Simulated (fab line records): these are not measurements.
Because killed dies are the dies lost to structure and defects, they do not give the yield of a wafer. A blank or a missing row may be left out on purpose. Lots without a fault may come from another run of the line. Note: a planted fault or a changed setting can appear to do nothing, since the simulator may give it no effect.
The tool behind it: which one? ; flow n5_finfet ; 11 lots, 30 wafers sampled, at 5 steps of a route of 1938

== WHAT THE GAUGES SHOWED, per wafer ==
N5_BEOL_M4_INSPECT_59: inspects for defects (darkfield).
lot;measured;on;raw_defect_count
L512;day 8 20:23;defect_inspect-01;86 40 93
L514;day 9 19:52;defect_inspect-01;92 98 72
L515;day 9 22:46;defect_inspect-01;89 79 52
L516;day 9 12:32;defect_inspect-01;46 80 34
L524;day 12 06:56;defect_inspect-02;47 103
L525;day 12 16:11;defect_inspect-01;100 80
L526;day 12 05:51;defect_inspect-02;86 92
L527;day 12 08:22;defect_inspect-01;61 45 47
L529;day 12 22:56;defect_inspect-02;46 66 65
L531;day 13 12:31;defect_inspect-01;74 43 46
L532;day 13 14:19;defect_inspect-02;92 99 97

N5_BEOL_M4_RC_MEAS_101.
lot;measured;on;CJ_N;DIBL_N (mV/V);DIBL_P (mV/V);IOFF_N (nA/um);IOFF_N_85C (nA/um);IOFF_P (nA/um);ION_N (uA/um);ION_P (uA/um);SS_N (mV/dec);SS_P (mV/dec);VT_N (mV);VT_P (mV)
L512;day 8 20:34;prober-02;4.36 4.35 4.40;38.5 38.2 37.8;39.0 39.0 37.4;0.19 0.21 0.19;3.6 4.0 3.5;0.25 0.24 0.22;671 675 667;461 460 457;71.5 71.9 72.0;73.3 74.6 73.4;250 245 250;-250 -250 -249
L514;day 9 19:53;prober-02;4.44 4.51 4.47;38.2 35.4 36.1;38.0 34.7 35.7;0.18 0.13 0.15;3.4 2.6 3.0;0.24 0.20 0.21;671 674 661;462 470 462;72.3 71.2 71.0;73.9 72.7 72.8;249 253 250;-246 -248 -251
L515;day 9 22:57;prober-02;4.38 4.33 4.41;34.1 36.1 33.6;34.9 36.7 34.7;0.11 0.13 0.11;2.3 2.6 2.3;0.15 0.18 0.15;642 654 647;447 443 446;71.1 71.3 70.5;73.3 72.7 72.5;257 257 256;-253 -252 -255
L516;day 9 12:34;prober-01;4.34 4.43 4.41;37.7 34.6 35.9;38.4 34.7 35.1;0.17 0.13 0.14;3.3 2.6 2.8;0.21 0.16 0.17;670 671 655;455 456 447;72.2 71.1 71.1;73.5 72.0 73.6;251 252 252;-253 -255 -254
L524;day 12 07:16;prober-01;4.81 4.40;41.2 34.5;37.2 36.0;0.45 0.13;7.6 2.6;0.22 0.19;687 674;465 463;78.2 71.3;73.9 73.4;249 250;-251 -253
L525;day 12 16:41;prober-01;4.41 4.90;35.6 44.8;36.4 38.7;0.15 0.80;3.0 12.4;0.18 0.23;664 709;452 466;72.0 82.2;73.4 74.5;252 242;-254 -253
L526;day 12 06:11;prober-02;4.89 4.45;43.2 38.1;38.9 40.2;0.68 0.22;10.5 4.1;0.27 0.29;710 693;477 479;79.3 71.9;73.6 73.2;243 241;-244 -246
L527;day 12 08:33;prober-02;4.35 4.42 4.28;34.4 36.2 34.7;35.6 37.1 35.4;0.13 0.15 0.13;2.6 3.0 2.5;0.18 0.22 0.18;669 677 654;461 474 457;69.5 71.6 71.0;72.7 73.1 73.0;251 249 251;-253 -247 -251
L529;day 12 23:07;prober-02;4.29 4.23 4.38;38.5 36.2 35.7;35.5 32.7 33.9;0.19 0.14 0.16;3.5 2.8 3.1;0.22 0.17 0.20;677 662 686;463 453 471;73.4 71.1 71.4;73.6 72.6 72.8;249 253 250;-246 -251 -249
L531;day 13 12:33;prober-01;4.44 4.41 4.38;35.7 36.7 32.1;34.9 36.2 30.0;0.15 0.17 0.10;3.0 3.3 2.1;0.19 0.22 0.14;678 686 662;461 464 456;71.4 71.0 70.7;73.1 73.8 72.4;251 250 256;-249 -249 -255
L532;day 13 14:30;prober-02;4.39 4.35 4.21;38.1 39.6 37.0;36.4 38.4 35.7;0.17 0.20 0.15;3.3 3.9 3.0;0.25 0.29 0.23;687 671 683;471 462 470;71.4 72.5 70.7;73.9 73.2 73.3;247 250 249;-248 -247 -248

N5_BEOL_M5_THK_MEAS_01.
lot;measured;on;M5_ILD_THK (nm)
L512;day 8 21:57;film_metro-02;120.9 123.5 124.8
L514;day 9 21:26;film_metro-01;122.5 123.5 122.4
L515;day 10 00:49;film_metro-01;121.4 122.7 122.8
L516;day 9 14:07;film_metro-01;121.4 120.3 120.3
L524;day 12 08:30;film_metro-01;121.2 124.1
L525;day 12 17:45;film_metro-02;119.7 120.9
L526;day 12 07:25;film_metro-01;119.2 121.8
L527;day 12 09:56;film_metro-02;120.8 119.8 122.3
L529;day 13 00:30;film_metro-02;119.1 122.3 123.5
L531;day 13 14:05;film_metro-01;118.7 120.4 121.0
L532;day 13 15:53;film_metro-01;120.6 121.1 122.5

== EACH LOT AND THE TOOL THAT RAN IT (in order: tool; ch and the chambers of the sampled wafers; start) ==
lot;N5_SD_EPI_N_SD_RECESS_17;N5_BEOL_M4_ANNEAL_82
L512;rie_si-05 ch 0,3, day 3 08:22;pvd_sputter-01, day 8 17:58
L514;rie_si-02 ch 0,2,3, day 3 19:05;pvd_sputter-01, day 9 17:23
L515;rie_si-05 ch 0,1,3, day 4 00:51;pvd_sputter-01, day 9 20:15
L516;rie_si-05 ch 0,1,3, day 4 07:19;pvd_sputter-03, day 9 10:10
L524;rie_si-03 ch 0,3, day 6 08:31;pvd_sputter-02, day 12 04:19
L525;rie_si-03 ch 3, day 6 12:46;pvd_sputter-03, day 12 13:49
L526;rie_si-03 ch 0,3, day 6 20:14;pvd_sputter-03, day 12 02:29
L527;rie_si-02 ch 1,3, day 7 01:07;pvd_sputter-01, day 12 06:03
L529;rie_si-05 ch 0,1,2, day 7 13:14;pvd_sputter-01, day 12 20:38
L531;rie_si-02 ch 0,1, day 8 00:24;pvd_sputter-03, day 13 10:10
L532;rie_si-05 ch 1,2,3, day 8 06:20;pvd_sputter-03, day 13 12:00
- N5_SD_EPI_N_SD_RECESS_17: chemistry HBr/Cl2/O2, target depth 41 nm, time 23.7 s, bt time 3 s.
- N5_BEOL_M4_ANNEAL_82: time 240 s.

== AS READ BY THE TOOLS THEMSELVES (means over the sampled wafers that have a number; for cases with no such wafer, the mark the record gives instead) ==
N5_SD_EPI_N_SD_RECESS_17.
lot;tool;drypump_motor_current_A (A);oes_product_au (a.u.);throttle_valve_pct (%)
L512;rie_si-05;6.0;0.999;37.2
L514;rie_si-02;5.7;1.004;36.9
L515;rie_si-05;5.7;0.993;37.2
L516;rie_si-05;5.8;0.996;37.2
L524;rie_si-03;5.5;0.976;37.0
L525;rie_si-03;5.5;0.969;37.1
L526;rie_si-03;5.5;0.982;37.0
L527;rie_si-02;6.0;1.003;37.5
L529;rie_si-05;5.8;0.995;37.4
L531;rie_si-02;6.1;1.002;36.9
L532;rie_si-05;6.0;0.996;37.3

N5_BEOL_M4_ANNEAL_82.
lot;tool;heater_power_w (W)
L512;pvd_sputter-01;908
L514;pvd_sputter-01;887
L515;pvd_sputter-01;916
L516;pvd_sputter-03;800
L524;pvd_sputter-02;675
L525;pvd_sputter-03;767
L526;pvd_sputter-03;786
L527;pvd_sputter-01;915
L529;pvd_sputter-01;861
L531;pvd_sputter-03;850
L532;pvd_sputter-03;831

== THE ANSWER, worked out from the rows above alone ==
Rule: usual is defined by the lots themselves. The widest of any qualifying gaps counts: lots, ordered by their means at a reading, are off when they make up no more than a third of the lots, leave a main group of 4 or more, and stand apart from it by 3 or more times the standard deviation of that group's means. Not used: any main group whose means are identical at the precision the tables above print for the reading. A lot without any number at a reading at which 4 lots or more have one is off too. Where the step has rows for the other lots, those lots are counted as sound. After the gauges, taken in route order, come the tools' own readings; for these a lot's mean is taken, as printed above. At the first step where some lot is off, the reading lying furthest off is the one used; lots without a number count as furthest.
Off: L524, L525, L526, seen at N5_BEOL_M4_RC_MEAS_101 (SS_N). The main group: mean 71.4 mV/dec, standard deviation 0.41.
If a tool, at a process step before that reading, ran all the lots that are off and no sound lot after the first of them, it fits. Those tools and the gauges at N5_BEOL_M4_RC_MEAS_101 are tried in the same way. One fits: rie_si-03 at N5_SD_EPI_N_SD_RECESS_17. It ran no sound lot before its first lot that is off in this sample, so the start can't be narrowed down.
The tool's own readings at N5_SD_EPI_N_SD_RECESS_17 bear it out: on the lots that are off they differ by more than 5 times the standard deviation of the sound lots' means. oes_product_au reads 0.976 a.u. there against 0.998 a.u. on the sound lots.

== WHAT THE SIMULATOR HAD PUT IN ==
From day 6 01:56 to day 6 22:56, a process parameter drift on rie_si-03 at N5_SD_EPI_N_SD_RECESS_17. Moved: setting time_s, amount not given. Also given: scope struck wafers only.
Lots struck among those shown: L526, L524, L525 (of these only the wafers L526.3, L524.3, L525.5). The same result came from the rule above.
